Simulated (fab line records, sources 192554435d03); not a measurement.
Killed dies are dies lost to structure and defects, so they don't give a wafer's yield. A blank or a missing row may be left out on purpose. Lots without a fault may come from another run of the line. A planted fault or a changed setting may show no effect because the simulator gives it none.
fab line records | flow n5_finfet
record lots=7 wafers=21
route steps=1938 shown BEOL_M10@1494 BEOL_M11@1543 BEOL_M13@1705 BEOL_M14@1716
start_h: hours from the record's first day to the start of the lot's first wafer shown | wait_h: hours since the lot's step before | " the same as in the row above | L1.1+2: a row that stands for several wafers | - no value, or no start given | * or withheld: withheld | < > ~ a bound
route shown NAME@n: a module of which the file shows steps, and the number in the route of the first | usual: mean/standard deviation of fault-free wafers | same: alike in all rows | chamber/n: place in a boat | sites: the reading at each site | _std_site: their standard deviation | _edge_site: outer sites' mean less inner sites' | radius_mm: how far each site lies from the wafer's centre | mask NAME#n: copy n | behind: the tool/chamber that last shaped the wafer | hold: why the lot was held/for how many hours/how that ended | device: the transistor (n, p or np) that didn't switch | end of line: the same wafers' tests at the end of the route | a step without rows: its recipe alone | killed: dies lost to structure and defects at the first sort, not the wafer's yield | map: a wafer's dies, x killed, . not, _ none there
set.NAME: the setting as run; set.NAME@STEP: as run at that earlier step | model.NAME: the simulator's own value behind a step, which no gauge read
lots whose settings were changed on purpose; a table a step, a row a wafer
## steps
# step N5_BEOL_M10_COAT_63
# recipe resist=SOC temp_c=250 time_s=60 spin_rpm=1500 resist_thk_nm=100
# columns lot.wafer tool chamber start_h wait_h set.spin_rpm model.SOC_of_BEOL_M10_COAT_63.thk_nm
L075.1 litho_track-01 0 245.02 1.0 1500 100
L075.2 " 0 " " 1360 104.8
L075.4 " 0 " " 1500 100.2
L086.2 litho_track-01 0 324.00 2.2 1500 99.8
L086.3 " 0 " " 1500 100.2
L086.4 " 0 " " 1500 100
L087.2+5 litho_track-03 0 324.01 0.2 1500 100.2
L087.4 " 0 " " 1500 99.8
L092.2 litho_track-01 0 336.36 0.7 1500 99.6
L092.3 " 0 " " 1558 97.6
L092.5 " 0 " " 1500 99.2
L090.1+3 litho_track-02 0 343.40 1.7 1500 100.4
L090.4 " 0 " " 1576 97.6
L091.1 litho_track-01 0 343.56 1.7 1428 102.4
L091.3+5 " 0 " " 1428 102.2
L093.1 litho_track-03 0 352.86 2.5 1500 99.8
L093.4 " 0 " " 1345 105.4
L093.5 " 0 " " 1345 105
# step N5_BEOL_M10_DEVELOP_27
# recipe develop_time_s=30 developer=TMAH resist=CAR-ArF rinse_liquid=diw dry=air_spin dev_temp_c=23
# columns lot.wafer tool chamber start_h wait_h set.develop_time_s
L075.1+2 litho_track-03 0 - - 30
L075.4 " 0 " " 25.41
L086.2+3+4 litho_track-03 0 - - 30
L087.2 litho_track-02 0 - - 32.55
L087.4+5 " 0 " " 30
L092.2 litho_track-01 0 - - 30
L092.3+5 " 0 " " 26.42
L090.1+4 litho_track-01 0 - - 30
L090.3 " 0 " " 36.18
L091.1+3+5 litho_track-02 0 - - 30
L093.1+4 litho_track-03 0 - - 27.18
L093.5 " 0 " " 30
# step N5_BEOL_M10_DESCUM_33
# recipe chemistry=O2 time_s=7.9 source_power_w=50 bias_power_w=20 pressure_mtorr=20 rf_frequency_hz=2.712e+07 temp_c=40 resist=CAR-ArF o2_flow_sccm=225
# step N5_BEOL_M10_ETCH_65
# recipe chemistry=CF4 target=SiARC target_depth_a=390 mask_material=CAR-ArF time_s=65 ion_energy_ev=80 pressure_mtorr=40 source_w=545 bias_w=36 Ar_flow_sccm=100 cf4_flow_sccm=100 ends=cleared
# step N5_BEOL_M10_ETCH_66
# recipe chemistry=N2/H2 target=SOC target_depth_a=1200 overetch_a=240 mask_material=SiARC temp_c=40 time_s=180 ion_energy_ev=200 pressure_mtorr=30 source_w=840 bias_w=150 n2_flow_sccm=200 h2_flow_sccm=200
# columns lot.wafer tool chamber start_h wait_h set.spin_rpm@BEOL_M10_COAT_63 model.etch.depth_nm
L075.1 rie_diel-01 1 245.56 0.0 1500 100
L075.2 " 0 " " 1360 104.9
L075.4 " 3 " " 1500 100.2
L086.2 rie_diel-01 3 324.55 0.0 1500 99.84
L086.3 " 1 " " 1500 100.2
L086.4 " 1 " " 1500 100
L087.2+5 rie_diel-06 1 325.20 0.0 1500 100.2
L087.4 " 3 " " 1500 99.88
L092.2 rie_diel-01 1 336.90 0.0 1500 99.55
L092.3 " 2 " " 1558 97.53
L092.5 " 0 " " 1500 99.19
L090.1 rie_diel-01 1 343.86 0.1 1500 100.5
L090.3 " 2 " " 1500 100.4
L090.4 " 1 " " 1576 97.58
L091.1+3 rie_diel-06 1,2 344.04 0.0 1428 102.3
L091.5 " 2 " " 1428 102.1
L093.1 rie_diel-06 2 353.42 0.0 1500 99.79
L093.4 " 3 " " 1345 105.3
L093.5 " 2 " " 1345 105
# step N5_BEOL_M10_STRIP_69
# recipe chemistry=N2/H2 temp_c=40 n2_flow_sccm=200 h2_flow_sccm=200 rf_frequency_hz=6e+07
# step N5_BEOL_M10_VIA_ETCH_34
# recipe chemistry=C4F6/O2 target=SiCOH_lowk target_depth_a=1845 mask_material=SOC taper_deg=4 time_s=69.2 ion_energy_ev=250 pressure_mtorr=30 source_w=345 bias_w=185 Ar_flow_sccm=300 C4F6_flow_sccm=10 O2_flow_sccm=10
# columns lot.wafer tool chamber start_h wait_h set.spin_rpm@BEOL_M10_COAT_63 model.SOC_of_BEOL_M10_COAT_63.thk_nm
L075.1 rie_diel-01 1 245.69 0.0 1500 91.8
L075.2 " 0 " " 1360 97.2
L075.4 " 3 " " 1500 92.2
L086.2+3 rie_diel-01 3,1 324.67 0.0 1500 91.8
L086.4 " 1 " " 1500 91.6
L087.2+5 rie_diel-06 1 325.32 0.0 1500 92.2
L087.4 " 3 " " 1500 92
L092.2 rie_diel-01 1 337.03 0.0 1500 91
L092.3 " 2 " " 1558 89.6
L092.5 " 0 " " 1500 91.6
L090.1 rie_diel-01 1 344.05 0.0 1500 92
L090.3 " 2 " " 1500 92.4
L090.4 " 1 " " 1576 89.2
L091.1 rie_diel-06 1 344.17 0.0 1428 94.4
L091.3 " 2 " " 1428 94.2
L091.5 " 2 " " 1428 94
L093.1 rie_diel-06 2 353.54 0.0 1500 91.6
L093.4 " 3 " " 1345 97.4
L093.5 " 2 " " 1345 96.8
# step N5_BEOL_M11_COAT_05
# recipe resist=CAR-ArF spin_rpm=1500 resist_thk_nm=90
# columns lot.wafer tool chamber start_h wait_h set.spin_rpm model.CAR-ArF_of_BEOL_M11_COAT_05.thk_nm
L075.1 litho_track-02 0 - - 1500 90
L075.2 " 0 " " 1500 89.6
L075.4 " 0 " " 1500 89.8
L086.2+3 litho_track-05 0 - - 1500 90
L086.4 " 0 " " 1500 90.2
L087.2 litho_track-05 0 - - 1500 90.2
L087.4+5 " 0 " " 1500 90.6
L092.2 litho_track-04 0 - - 1355 94.8
L092.3 " 0 " " 1500 90.2
L092.5 " 0 " " 1355 95
L091.1 litho_track-04 0 - - 1500 90.2
L091.3+5 " 0 " " 1500 90
L090.1+4 litho_track-05 0 - - 1595 87.2
L090.3 " 0 " " 1500 90
L093.1+4 litho_track-02 0 - - 1500 90.4
L093.5 " 0 " " 1365 94.6
# step N5_BEOL_M11_EXPOSE_08
# recipe mask_id=M11 na=1.35 source_shape=dipole sigma_inner=0.411 sigma_outer=0.611 polarization=te dose_mj=53.75
# columns lot.wafer tool chamber start_h wait_h mask set.dose_mj
L075.1+2+4 arfi_scanner-01 0 251.11 - M11#0 53.75
L086.2+3+4 arfi_scanner-03 0 331.46 - M11#0 53.75
L087.2 arfi_scanner-01 0 331.66 - M11#0 53.75
L087.4+5 " 0 " " M11#0 52.62
L092.2+3+5 arfi_scanner-03 0 344.81 - M11#0 53.75
L091.1 arfi_scanner-01 0 349.91 - M11#0 53.75
L091.3+5 " 0 " " M11#0 56.4
L090.1 arfi_scanner-02 0 350.31 - M11#0 51.1
L090.3+4 " 0 " " M11#0 53.75
L093.1+4+5 arfi_scanner-03 0 358.56 - M11#0 56.77
# step N5_BEOL_M11_PEB_09
# recipe peb_temp_c=withheld peb_time_s=60 resist=CAR-ArF
# step N5_BEOL_M11_DEVELOP_10
# recipe develop_time_s=30 developer=TMAH resist=CAR-ArF rinse_liquid=diw dry=air_spin dev_temp_c=23
# columns lot.wafer tool chamber start_h wait_h set.spin_rpm@BEOL_M11_COAT_05 model.CAR-ArF_of_BEOL_M11_COAT_05.thk_nm
L075.1 litho_track-04 0 - - 1500 88.2
L075.2 " 0 " " 1500 87.8
L075.4 " 0 " " 1500 88
L086.2+3 litho_track-02 0 - - 1500 88.2
L086.4 " 0 " " 1500 88.6
L087.2 litho_track-04 0 - - 1500 88.6
L087.4 " 0 " " 1500 89
L087.5 " 0 " " 1500 88.8
L092.2 litho_track-04 0 - - 1355 93
L092.3 " 0 " " 1500 88.4
L092.5 " 0 " " 1355 93.4
L091.1+3+5 litho_track-04 0 - - 1500 88.4
L090.1+4 litho_track-05 0 - - 1595 85.4
L090.3 " 0 " " 1500 88.4
L093.1 litho_track-05 0 - - 1500 88.6
L093.4 " 0 " " 1500 88.8
L093.5 " 0 " " 1365 92.8
# step N5_BEOL_M11_CD_MEAS_11
# recipe target_cd_nm=64.1 landing_energy_ev=500 detector=se_inlens polarity=opening
# usual cd_nm=64.1/0.51
# columns lot.wafer tool chamber start_h wait_h set.dose_mj@BEOL_M11_EXPOSE_08 cd_nm
L075.1 cd_sem-01 0 251.24 - 53.75 64.7
L075.2 " 0 " " 53.75 64.5
L075.4 " 0 " " 53.75 64.7
L086.2 cd_sem-02 0 331.58 - 53.75 63.4
L086.3 " 0 " " 53.75 63.8
L086.4 " 0 " " 53.75 63.7
L087.2 cd_sem-03 0 331.78 - 53.75 63.8
L087.4 " 0 " " 52.62 62.9
L087.5 " 0 " " 52.62 62.0
L092.2 cd_sem-03 0 344.94 - 53.75 64.1
L092.3 " 0 " " 53.75 64.8
L092.5 " 0 " " 53.75 64.1
L091.1 cd_sem-01 0 350.04 - 53.75 64.1
L091.3 " 0 " " 56.4 67.2
L091.5 " 0 " " 56.4 67.5
L090.1 cd_sem-03 0 350.44 - 51.1 61.3
L090.3 " 0 " " 53.75 64.5
L090.4 " 0 " " 53.75 64.2
L093.1 cd_sem-03 0 358.68 - 56.77 66.7
L093.4 " 0 " " 56.77 66.5
L093.5 " 0 " " 56.77 66.8
# step N5_BEOL_M11_DESCUM_16
# recipe chemistry=O2 time_s=7.9 source_power_w=50 bias_power_w=20 pressure_mtorr=20 rf_frequency_hz=2.712e+07 temp_c=40 resist=CAR-ArF o2_flow_sccm=225
# step N5_BEOL_M11_ETCH_61
# recipe chemistry=CF4 target=SiARC target_depth_a=390 mask_material=CAR-ArF time_s=65 ion_energy_ev=80 pressure_mtorr=40 source_w=545 bias_w=36 Ar_flow_sccm=100 cf4_flow_sccm=100 ends=cleared
# columns lot.wafer tool chamber start_h wait_h set.spin_rpm@BEOL_M11_COAT_05 set.dose_mj@BEOL_M11_EXPOSE_08 model.BEOL_M11.cd_offset_nm model.CAR-ArF_of_BEOL_M11_COAT_05.thk_nm
L075.1 rie_diel-05 3 251.37 0.0 1500 53.75 0.4 55.4
L075.2 " 0 " " 1500 53.75 0.4 55
L075.4 " 3 " " 1500 53.75 0.2 55.2
L086.2 rie_diel-04 3 331.70 0.0 1500 53.75 -0.8 55.6
L086.3 " 2 " " 1500 53.75 0.2 55.4
L086.4 " 0 " " 1500 53.75 -0.4 55.8
L087.2 rie_diel-05 0 331.90 0.0 1500 53.75 -0.4 55.8
L087.4 " 1 " " 1500 52.62 -1.2 56.2
L087.5 " 2 " " 1500 52.62 -2.4 56.2
L092.2 rie_diel-05 0 345.06 0.0 1355 53.75 -0.4 60.2
L092.3 " 1 " " 1500 53.75 0.6 55.8
L092.5 " 2 " " 1355 53.75 0.2 60.4
L091.1 rie_diel-04 2 350.49 0.0 1500 53.75 0.4 55.6
L091.3 " 3 " " 1500 56.4 2.8 55.6
L091.5 " 0 " " 1500 56.4 3.4 55.6
L090.1 rie_diel-05 3 350.69 0.0 1595 51.1 -3.2 52.6
L090.3 " 0 " " 1500 53.75 -0.2 55.6
L090.4 " 2 " " 1595 53.75 0.2 52.8
L093.1 rie_diel-05 0 358.81 0.0 1500 56.77 2.2 55.8
L093.4 " 1 " " 1500 56.77 2.6 56
L093.5 " 2 " " 1365 56.77 2.6 60
# step N5_BEOL_M11_ETCH_62
# recipe chemistry=N2/H2 target=SOC target_depth_a=1100 overetch_a=220 mask_material=SiARC temp_c=40 time_s=165 ion_energy_ev=200 pressure_mtorr=30 source_w=840 bias_w=150 n2_flow_sccm=200 h2_flow_sccm=200
# columns lot.wafer tool chamber start_h wait_h set.dose_mj@BEOL_M11_EXPOSE_08 model.BEOL_M11.cd_offset_nm
L075.1 rie_diel-05 3 251.42 0.0 53.75 0.2
L075.2+4 " 0,3 " " 53.75 0
L086.2 rie_diel-04 3 331.75 0.0 53.75 -0.8
L086.3 " 2 " " 53.75 0.2
L086.4 " 0 " " 53.75 -0.4
L087.2 rie_diel-05 0 331.95 0.0 53.75 -0.6
L087.4 " 1 " " 52.62 -1.6
L087.5 " 2 " " 52.62 -2.4
L092.2 rie_diel-05 0 345.11 0.0 53.75 -0.4
L092.3 " 1 " " 53.75 0.2
L092.5 " 2 " " 53.75 0
L091.1 rie_diel-04 2 350.54 0.0 53.75 0.4
L091.3 " 3 " " 56.4 3
L091.5 " 0 " " 56.4 3.4
L090.1 rie_diel-05 3 350.74 0.0 51.1 -3.2
L090.3 " 0 " " 53.75 -0.4
L090.4 " 2 " " 53.75 0
L093.1 rie_diel-05 0 358.86 0.0 56.77 1.8
L093.4 " 1 " " 56.77 2
L093.5 " 2 " " 56.77 2.4
# step N5_BEOL_M11_STRIP_68
# recipe chemistry=N2/H2 temp_c=40 n2_flow_sccm=200 h2_flow_sccm=200 rf_frequency_hz=6e+07
# step N5_BEOL_M11_STRIP_67
# recipe chemistry=CF4 resist=SiARC power_w=300 bias_power_w=75 pressure_mtorr=50 cf4_flow_sccm=150 rf_frequency_hz=6e+07
# step N5_BEOL_M11_HM_OPEN_17
# recipe chemistry=Cl2/BCl3 target_depth_a=200 overetch_a=60 target=TiN mask_material=SOC ion_energy_ev=150 pressure_mtorr=10 icp_w=1000 bias_w=126 Cl2_flow_sccm=53.25 bcl3_flow_sccm=21.75 Ar_flow_sccm=25
# step N5_BEOL_M11_STRIP_19
# recipe chemistry=O2 power_w=400 temp_c=40 pressure_mtorr=30 rf_frequency_hz=6e+07 bias_power_w=0 overash_fraction=0.2 o2_flow_sccm=225
# step N5_BEOL_M11_CD_MEAS_18
# recipe pitch_nm=140 target_cd_nm=70
# usual cd_nm=70.0/0.64
# columns lot.wafer tool chamber start_h wait_h set.dose_mj@BEOL_M11_EXPOSE_08 cd_nm
L075.1 cd_sem-02 - 251.78 0.0 53.75 70.2
L075.2 " - " " 53.75 70.1
L075.4 " - " " 53.75 69.6
L086.2 cd_sem-03 - 332.12 0.1 53.75 69.0
L086.3 " - " " 53.75 69.9
L086.4 " - " " 53.75 69.8
L087.2 cd_sem-03 - 332.39 0.1 53.75 69.2
L087.4 " - " " 52.62 68.5
L087.5 " - " " 52.62 67.7
L092.2 cd_sem-01 - 345.48 0.1 53.75 69.4
L092.3 " - " " 53.75 70.4
L092.5 " - " " 53.75 70.3
L091.1 cd_sem-01 - 351.02 0.0 53.75 70.4
L091.3 " - " " 56.4 73.0
L091.5 " - " " 56.4 73.7
L090.1 cd_sem-02 - 351.11 0.0 51.1 66.0
L090.3 " - " " 53.75 69.6
L090.4 " - " " 53.75 70.2
L093.1 cd_sem-01 - 359.22 0.0 56.77 72.7
L093.4 " - " " 56.77 71.9
L093.5 " - " " 56.77 72.7
# step N5_BEOL_M11_COAT_63
# recipe resist=SOC temp_c=250 time_s=60 spin_rpm=1500 resist_thk_nm=100
# step N5_BEOL_M11_COAT_64
# recipe resist=SiARC temp_c=220 time_s=60 spin_rpm=1500 resist_thk_nm=30
# step N5_BEOL_M11_PRECLEAN_42
# recipe chemistry=residue_remover time_s=60 temp_c=40
# step N5_BEOL_M11_SRD_43
# recipe time_s=30 temp_c=23 rinse_liquid=diw dry=ipa_marangoni
# step N5_BEOL_M11_CD_MEAS_35
# recipe target_cd_nm=70 polarity=opening
# usual cd_nm=69.9/0.63
# columns lot.wafer tool chamber start_h wait_h set.dose_mj@BEOL_M11_EXPOSE_08 cd_nm
L075.1 cd_sem-03 - 254.18 0.0 53.75 70.2
L075.2 " - " " 53.75 70.0
L075.4 " - " " 53.75 69.9
L086.2 cd_sem-02 - 334.60 0.0 53.75 68.8
L086.3 " - " " 53.75 70.3
L086.4 " - " " 53.75 69.9
L087.2 cd_sem-02 - 334.64 0.0 53.75 69.6
L087.4 " - " " 52.62 68.4
L087.5 " - " " 52.62 67.6
L092.2 cd_sem-01 - 346.55 0.0 53.75 69.7
L092.3 " - " " 53.75 70.2
L092.5 " - " " 53.75 70.0
L090.1 cd_sem-02 - 353.97 0.0 51.1 66.5
L090.3 " - " " 53.75 69.7
L090.4 " - " " 53.75 70.0
L091.1 cd_sem-02 - 354.14 0.0 53.75 70.5
L091.3 " - " " 56.4 73.3
L091.5 " - " " 56.4 73.5
L093.1 cd_sem-03 - 361.92 0.0 56.77 71.7
L093.4 " - " " 56.77 72.0
L093.5 " - " " 56.77 72.6
# step N5_BEOL_M13_SPUTTER_43
# recipe material=TaN target_thk_a=150 temp_c=50 bias_v=168.6 power_w=15000 chamber_pressure_pa=0.12 time_s=24.19
# columns lot.wafer tool chamber start_h wait_h set.time_s model.TaN_of_BEOL_M13_SPUTTER_43.thk_nm
L075.1 pvd_sputter-02 - 268.81 0.0 24.19 15
L075.2 " - " " 21.07 13.4
L075.4 " - " " 24.19 14.8
L086.2 pvd_sputter-02 - 345.58 0.0 24.19 15
L086.3 " - " " 24.19 14.8
L086.4 " - " " 24.19 15.4
L087.2 pvd_sputter-02 - 346.24 0.0 24.19 15
L087.4+5 " - " " 24.19 14.8
L092.2+3 pvd_sputter-03 - 359.29 0.0 24.19 15
L092.5 " - " " 26.44 16.4
L090.1 pvd_sputter-02 - 363.61 0.0 26.34 16
L090.3 " - " " 26.34 16.2
L090.4 " - " " 24.19 15
L091.1+3 pvd_sputter-03 - 367.23 0.0 27.07 17
L091.5 " - " " 27.07 16.8
L093.1 pvd_sputter-03 - 374.43 0.0 24.19 14.8
L093.4 " - " " 24.19 14.6
L093.5 " - " " 24.19 15
# step N5_BEOL_M14_ILD_DEP_00
# recipe material=SiO2 target_thk_a=11193 temp_c=400 precursor=TEOS/O2 pressure_torr=6.5 rf_w=900 teos_flow_sccm=161.4 gas=O2 flow_sccm=2650 time_s=237.4
# columns lot.wafer tool chamber start_h wait_h set.time_s model.SiO2_of_BEOL_M14_ILD_DEP_00.thk_nm
L075.1 pecvd-01 0 270.56 0.0 237.4 1096
L075.2 " 2 " " 237.4 1135
L075.4 " 0 " " 237.4 1113
L086.2 pecvd-04 0 347.09 0.0 237.4 1081
L086.3 " 1 " " 237.4 1103
L086.4 " 1 " " 237.4 1119
L087.2 pecvd-03 1 348.18 0.0 218.7 1037
L087.4 " 2 " " 218.7 1053
L087.5 " 0 " " 237.4 1145
L092.2 pecvd-03 0 360.81 0.0 237.4 1125
L092.3 " 1 " " 237.4 1114
L092.5 " 0 " " 237.4 1133
L090.1 pecvd-03 1 364.89 0.0 255.3 1202
L090.3 " 0 " " 255.3 1200
L090.4 " 1 " " 255.3 1231
L091.1 pecvd-03 0 368.46 0.0 266.8 1245
L091.3 " 2 " " 266.8 1242
L091.5 " 2 " " 237.4 1122
L093.1 pecvd-04 1 375.68 0.0 237.4 1100
L093.4 " 2 " " 249.9 1175
L093.5 " 1 " " 237.4 1121
# step N5_BEOL_M14_THK_MEAS_01
# recipe reads=SiO2_of_BEOL_M14_ILD_DEP_00
# usual M14_ILD_THK=1120/16
# columns lot.wafer tool chamber start_h wait_h set.time_s@BEOL_M14_ILD_DEP_00 M14_ILD_THK[nm]
L075.1 film_metro-01 - 270.75 0.1 237.4 1096
L075.2 " - " " 237.4 1136
L075.4 " - " " 237.4 1113
L086.2 film_metro-02 - 347.28 0.1 237.4 1081
L086.3 " - " " 237.4 1102
L086.4 " - " " 237.4 1119
L087.2 film_metro-01 - 348.37 0.1 218.7 1037
L087.4 " - " " 218.7 1053
L087.5 " - " " 237.4 1144
L092.2 film_metro-01 - 361.00 0.1 237.4 1125
L092.3 " - " " 237.4 1114
L092.5 " - " " 237.4 1133
L090.1 film_metro-01 - 365.08 0.1 255.3 1203
L090.3 " - " " 255.3 1200
L090.4 " - " " 255.3 1232
L091.1 film_metro-01 - 368.65 0.1 266.8 1246
L091.3 " - " " 266.8 1242
L091.5 " - " " 237.4 1123
L093.1 film_metro-02 - 375.87 0.1 237.4 1100
L093.4 " - " " 249.9 1173
L093.5 " - " " 237.4 1120
## key
split step=N5_BEOL_M10_COAT_63 setting=spin_rpm stated=1500 by=wafer
response step=N5_BEOL_M10_COAT_63 reading=model.SOC_of_BEOL_M10_COAT_63.thk_nm change=-0.515 per=1% r=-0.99
response step=N5_BEOL_M10_ETCH_66 reading=model.etch.depth_nm change=-0.518 per=1% r=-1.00
response step=N5_BEOL_M10_VIA_ETCH_34 reading=model.SOC_of_BEOL_M10_COAT_63.thk_nm change=-0.542 per=1% r=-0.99
split step=N5_BEOL_M10_DEVELOP_27 setting=develop_time_s stated=30 by=wafer
response none clear
split step=N5_BEOL_M11_COAT_05 setting=spin_rpm stated=1500 by=wafer
response step=N5_BEOL_M11_COAT_05 reading=model.CAR-ArF_of_BEOL_M11_COAT_05.thk_nm change=-0.471 per=1% r=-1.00
response step=N5_BEOL_M11_DEVELOP_10 reading=model.CAR-ArF_of_BEOL_M11_COAT_05.thk_nm change=-0.477 per=1% r=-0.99
response step=N5_BEOL_M11_ETCH_61 reading=model.CAR-ArF_of_BEOL_M11_COAT_05.thk_nm change=-0.46 per=1% r=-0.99
split step=N5_BEOL_M11_EXPOSE_08 setting=dose_mj stated=53.75 by=wafer
response step=N5_BEOL_M11_CD_MEAS_11 reading=cd_nm change=+0.636 per=1% r=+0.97
response step=N5_BEOL_M11_ETCH_61 reading=model.BEOL_M11.cd_offset_nm change=+0.604 per=1% r=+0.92
response step=N5_BEOL_M11_ETCH_62 reading=model.BEOL_M11.cd_offset_nm change=+0.595 per=1% r=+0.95
response step=N5_BEOL_M11_CD_MEAS_18 reading=cd_nm change=+0.666 per=1% r=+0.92
response step=N5_BEOL_M11_CD_MEAS_35 reading=cd_nm change=+0.638 per=1% r=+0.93
split step=N5_BEOL_M13_SPUTTER_43 setting=time_s stated=24.19 by=wafer
response step=N5_BEOL_M13_SPUTTER_43 reading=model.TaN_of_BEOL_M13_SPUTTER_43.thk_nm change=+0.127 per=1% r=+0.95
split step=N5_BEOL_M14_ILD_DEP_00 setting=time_s stated=237.4 by=wafer
response step=N5_BEOL_M14_ILD_DEP_00 reading=model.SiO2_of_BEOL_M14_ILD_DEP_00.thk_nm change=+10.8 per=1% r=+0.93
response step=N5_BEOL_M14_THK_MEAS_01 reading=M14_ILD_THK change=+10.8 per=1% r=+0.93
